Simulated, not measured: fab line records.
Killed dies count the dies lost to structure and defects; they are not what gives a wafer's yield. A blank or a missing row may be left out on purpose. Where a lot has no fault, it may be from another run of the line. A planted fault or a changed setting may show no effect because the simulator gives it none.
Matching of chambers | flow n5Finfet | 4 sister chambers for N5_BEOL_M13_ETCH_38 on rieDiel-06
The step etches SiCN in CF4/N2, target depth 67.5 nm, time 71.9 s. 4 wafers are shown with their chamber, then 11 later ones without.

== WAFERS WITH THEIR CHAMBER ==
wafer  | chamber | drypumpMotorCurrentA (A)
L088.1 | 2       | 4.7
L091.2 | 3       | 4.7
L091.5 | 0       | 6.2
L095.1 | 1       | 5.4

== WAFERS WITH NO CHAMBER GIVEN ==
wafer  | drypumpMotorCurrentA (A)
L095.2 | 4.8
L095.3 | 4.7
L095.4 | 6.2
L095.5 | 4.8
L095.6 | 4.8
L094.3 | 4.7
L094.4 | 4.7
L094.6 | 4.7
L096.4 | 4.7
L096.5 | 6.2
L096.6 | 4.7

== CHAMBER TAKEN BY EACH ==
wafer  | from the rows above     | in truth
L095.2 | can't be placed: 2 or 3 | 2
L095.3 | can't be placed: 2 or 3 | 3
L095.4 | 0                       | 0
L095.5 | can't be placed: 2 or 3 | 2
L095.6 | can't be placed: 2 or 3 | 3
L094.3 | can't be placed: 2 or 3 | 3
L094.4 | can't be placed: 2 or 3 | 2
L094.6 | can't be placed: 2 or 3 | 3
L096.4 | can't be placed: 2 or 3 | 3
L096.5 | 0                       | 0
L096.6 | can't be placed: 2 or 3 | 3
Correctly placed: 2 of 11. Can't be placed from these rows: 9 (the true chamber is among the candidates in 9). 0 placed wrongly.
How it was worked out, from the rows above alone: a wafer's distance from a chamber is the root of the sum, over the readings, of the square of ((its reading less the chamber's mean) divided by the reading's scatter). The wafer belongs to the nearest chamber; if the next one is less than 2 further off, it can't be placed. A chamber's mean is the mean of its shown wafers. The scatter (one wafer shown for each chamber): square how far every hidden wafer sits from the nearest shown wafer, average those squares and take the square root.
